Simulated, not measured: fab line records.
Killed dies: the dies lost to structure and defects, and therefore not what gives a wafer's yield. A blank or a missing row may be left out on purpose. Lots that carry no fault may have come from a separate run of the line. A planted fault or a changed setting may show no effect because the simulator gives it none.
Which tool is to blame? :: flow n5_finfet :: 36 wafers from 12 lots sampled at 2 of the route's 1938 steps

WHAT EACH GAUGE READ, for each wafer
N5_BEOL_M11_CD_MEAS_18: pitch 140 nm, target cd 70 nm.
lot: L075
measured: day 10 10:47
on: cd_sem-01
cd_nm (nm): 71.0 70.1 70.6

lot: L077
measured: day 11 02:08
on: cd_sem-02
cd_nm (nm): 69.9 68.6 68.7

lot: L079
measured: day 11 19:04
on: cd_sem-02
cd_nm (nm): 70.8 70.2 70.2

lot: L081
measured: day 12 08:47
on: cd_sem-02
cd_nm (nm): 70.0 69.9 70.2

lot: L082
measured: day 12 09:12
on: cd_sem-01
cd_nm (nm): 69.6 69.4 70.0

lot: L084
measured: day 13 04:05
on: cd_sem-01
cd_nm (nm): 68.9 69.8 69.1

lot: L087
measured: day 14 08:10
on: cd_sem-01
cd_nm (nm): 69.9 69.3 70.5

lot: L089
measured: day 14 10:57
on: cd_sem-01
cd_nm (nm): 70.2 71.1 70.9

lot: L090
measured: day 14 17:04
on: cd_sem-02
cd_nm (nm): 69.9 68.9 69.1

lot: L093
measured: day 15 09:01
on: cd_sem-02
cd_nm (nm): 69.9 69.2 69.3

lot: L096
measured: day 15 12:52
on: cd_sem-03
cd_nm (nm): 70.0 71.2 71.5

lot: L097
measured: day 16 10:17
on: cd_sem-01
cd_nm (nm): 69.4 69.6 69.6

WHICH TOOL RAN EACH LOT (tool, then ch and the chambers of the sampled wafers, then the start)
lot: L075
N5_BEOL_M11_ETCH_62: rie_diel-04 ch 1,2,3, day 10 10:23

lot: L077
N5_BEOL_M11_ETCH_62: rie_diel-05 ch 0,1,2, day 11 01:42

lot: L079
N5_BEOL_M11_ETCH_62: rie_diel-04 ch 0,1,2, day 11 18:42

lot: L081
N5_BEOL_M11_ETCH_62: rie_diel-05 ch 0,1,3, day 12 08:17

lot: L082
N5_BEOL_M11_ETCH_62: rie_diel-05 ch 0,1,3, day 12 08:50

lot: L084
N5_BEOL_M11_ETCH_62: rie_diel-01 ch 0,1, day 13 03:43

lot: L087
N5_BEOL_M11_ETCH_62: rie_diel-05 ch 2,3, day 14 07:47

lot: L089
N5_BEOL_M11_ETCH_62: rie_diel-04 ch 0,1,3, day 14 10:35

lot: L090
N5_BEOL_M11_ETCH_62: rie_diel-04 ch 0,1,2, day 14 16:41

lot: L093
N5_BEOL_M11_ETCH_62: rie_diel-04 ch 0,1,3, day 15 08:39

lot: L096
N5_BEOL_M11_ETCH_62: rie_diel-05 ch 2,3, day 15 12:30

lot: L097
N5_BEOL_M11_ETCH_62: rie_diel-05 ch 0,3, day 16 09:52
- N5_BEOL_M11_ETCH_62: etches SOC in N2/H2, target depth 110 nm, overetch 22 nm, time 165 s.

THE ANSWER, worked out from the rows above alone
Rule: the lots themselves supply what counts as usual. The widest of any qualifying gaps counts: lots, ordered by their means at a reading, are off when they make up no more than a third of the lots, leave a main group of 4 or more, and stand apart from it by 3 or more times the standard deviation of that group's means. Not used: any main group whose means are identical at the precision the tables above print for the reading. A lot without any number at a reading at which 4 lots or more have one is off too. Where the step has rows for the other lots, those lots are counted as sound.
None of the lots is off at any reading shown; this tells nothing.

WHAT HAD BEEN PUT IN BY THE SIMULATOR
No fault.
